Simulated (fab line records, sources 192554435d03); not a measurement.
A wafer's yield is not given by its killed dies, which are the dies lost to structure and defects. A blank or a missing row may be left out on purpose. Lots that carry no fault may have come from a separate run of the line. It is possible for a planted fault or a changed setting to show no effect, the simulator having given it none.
Split-lot study / flow n5Finfet / route with 1938 steps; 7 lots, 21 wafers read

== SPLIT DETAILS ==
At N5_BEOL_M7_ETCH_61 (etches SiARC in CF4, target depth 45.5 nm, time 75.8 s), the setting sourceW was moved away from the recipe's 545 W on 7 of the 21 wafers read, by -10.7% to +14.4%. For the rest of the wafers, this setting stayed at what the recipe calls for.

The reading is taken at the split's own step.

== THE READING ==
rfVppV, in V, at N5_BEOL_M7_ETCH_61 (etches SiARC in CF4, target depth 45.5 nm, time 75.8 s). On this fab line, fault-free wafers typically give 183.8 V with a standard deviation of 1.1 V.

wafer=L074.1; tool, chamber at the split=rieDiel-03, 1; sourceW as run, W=545; against the recipe=recipe; rfVppV, V=183.1; against lot-mates on the recipe=-
wafer=L074.3; tool, chamber at the split=rieDiel-03, 0; sourceW as run, W=545; against the recipe=recipe; rfVppV, V=184.2; against lot-mates on the recipe=-
wafer=L074.5; tool, chamber at the split=rieDiel-03, 2; sourceW as run, W=545; against the recipe=recipe; rfVppV, V=185.5; against lot-mates on the recipe=-
wafer=L077.3; tool, chamber at the split=rieDiel-01, 1; sourceW as run, W=486.8; against the recipe=-10.7%; rfVppV, V=188.9; against lot-mates on the recipe=+4.4
wafer=L077.4; tool, chamber at the split=rieDiel-01, 0; sourceW as run, W=486.8; against the recipe=-10.7%; rfVppV, V=189.6; against lot-mates on the recipe=+5.1
wafer=L077.5; tool, chamber at the split=rieDiel-01, 0; sourceW as run, W=545; against the recipe=recipe; rfVppV, V=184.5; against lot-mates on the recipe=-
wafer=L081.3; tool, chamber at the split=rieDiel-03, 2; sourceW as run, W=545; against the recipe=recipe; rfVppV, V=184.2; against lot-mates on the recipe=-
wafer=L081.5; tool, chamber at the split=rieDiel-03, 3; sourceW as run, W=545; against the recipe=recipe; rfVppV, V=184.4; against lot-mates on the recipe=-
wafer=L081.6; tool, chamber at the split=rieDiel-03, 2; sourceW as run, W=545; against the recipe=recipe; rfVppV, V=185.1; against lot-mates on the recipe=-
wafer=L085.3; tool, chamber at the split=rieDiel-03, 0; sourceW as run, W=545; against the recipe=recipe; rfVppV, V=184.6; against lot-mates on the recipe=-
wafer=L085.4; tool, chamber at the split=rieDiel-03, 1; sourceW as run, W=545; against the recipe=recipe; rfVppV, V=184.0; against lot-mates on the recipe=-
wafer=L085.5; tool, chamber at the split=rieDiel-03, 1; sourceW as run, W=545; against the recipe=recipe; rfVppV, V=183.4; against lot-mates on the recipe=-
wafer=L089.1; tool, chamber at the split=rieDiel-03, 1; sourceW as run, W=545; against the recipe=recipe; rfVppV, V=182.5; against lot-mates on the recipe=-
wafer=L089.3; tool, chamber at the split=rieDiel-03, 3; sourceW as run, W=623.7; against the recipe=+14.4%; rfVppV, V=174.5; against lot-mates on the recipe=-8.0
wafer=L089.5; tool, chamber at the split=rieDiel-03, 1; sourceW as run, W=623.7; against the recipe=+14.4%; rfVppV, V=175.4; against lot-mates on the recipe=-7.1
wafer=L093.2; tool, chamber at the split=rieDiel-01, 2; sourceW as run, W=545; against the recipe=recipe; rfVppV, V=183.6; against lot-mates on the recipe=-
wafer=L093.5; tool, chamber at the split=rieDiel-01, 2; sourceW as run, W=545; against the recipe=recipe; rfVppV, V=184.8; against lot-mates on the recipe=-
wafer=L093.6; tool, chamber at the split=rieDiel-01, 1; sourceW as run, W=545; against the recipe=recipe; rfVppV, V=184.2; against lot-mates on the recipe=-
wafer=L096.1; tool, chamber at the split=rieDiel-01, 1; sourceW as run, W=614.3; against the recipe=+12.7%; rfVppV, V=178.6; against lot-mates on the recipe=no lot-mate on the recipe
wafer=L096.2; tool, chamber at the split=rieDiel-01, 0; sourceW as run, W=614.3; against the recipe=+12.7%; rfVppV, V=176.5; against lot-mates on the recipe=no lot-mate on the recipe
wafer=L096.5; tool, chamber at the split=rieDiel-01, 3; sourceW as run, W=614.3; against the recipe=+12.7%; rfVppV, V=174.8; against lot-mates on the recipe=no lot-mate on the recipe

FIT RESULTS
A straight line over all 21 wafers: rfVppV changes by -0.577 V for each +1% of sourceW; r = -0.97; the points scatter about the line by 1 V.
The same after taking each lot's own level away (the mean of its wafers on the recipe; 18 wafers): -0.494 V for each +1%; r = -0.98; scatter 0.62 V.
Per that fit: largest sourceW move, reading shift of 7.1 V.
From 182.50 to 184.57 V: that is the span of the lots' own levels, equal to 1.9 times the standard deviation above.
In other words, the slope is changed by the lot-to-lot level; the two fits disagree.
Check: with one of the wafers moved furthest among these (+14.4%) left out of the fit, the line predicts -6.81 V for it against its lot-mates. Against them it came out at -8 V.
Tool readings at the split's step, against how far the setting was moved: etchRfOnTimeS r = -0.92; rfVppV r = -0.97.

== OTHER SPLITS APPLIED TO THESE WAFERS ==
These wafers also went through other splits before the reading. Each is held against what the fit with the lots' levels taken away leaves over:
other split on the same wafers=N5_BEOL_M4_COAT_22 spinRpm; wafers away from the commonest value=5; r with rfVppV (lot level and that fit taken away)=-0.28
other split on the same wafers=N5_BEOL_M4_TRENCH_ETCH_37 sourceW; wafers away from the commonest value=8; r with rfVppV (lot level and that fit taken away)=-0.07
other split on the same wafers=N5_BEOL_M5_ETCH_62 sourceW; wafers away from the commonest value=6; r with rfVppV (lot level and that fit taken away)=-0.51
other split on the same wafers=N5_BEOL_M5_COAT_74 spinRpm; wafers away from the commonest value=3; r with rfVppV (lot level and that fit taken away)=+0.04
other split on the same wafers=N5_BEOL_M6_PECVD_70 tempC; wafers away from the commonest value=5; r with rfVppV (lot level and that fit taken away)=+0.37
other split on the same wafers=N5_BEOL_M7_EXPOSE_08 doseMj; wafers away from the commonest value=4; r with rfVppV (lot level and that fit taken away)=-0.38

== THE WHOLE CHAIN: every reading that the file lists as answering this split, in the file's order ==
step=N5_BEOL_M7_ETCH_61; what it does=etches SiARC in CF4, target depth 45.5 nm, time 75.8 s; reading=etchRfOnTimeS; change (the file's fit)=withheld for each +1% of the setting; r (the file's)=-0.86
step=N5_BEOL_M7_ETCH_61; what it does=etches SiARC in CF4, target depth 45.5 nm, time 75.8 s; reading=rfVppV; change (the file's fit)=-0.499 V for each +1% of the setting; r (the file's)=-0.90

== THE FILE'S OWN FIT ==
rfVppV changes by -0.499 V for each +1% of sourceW, r = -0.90.
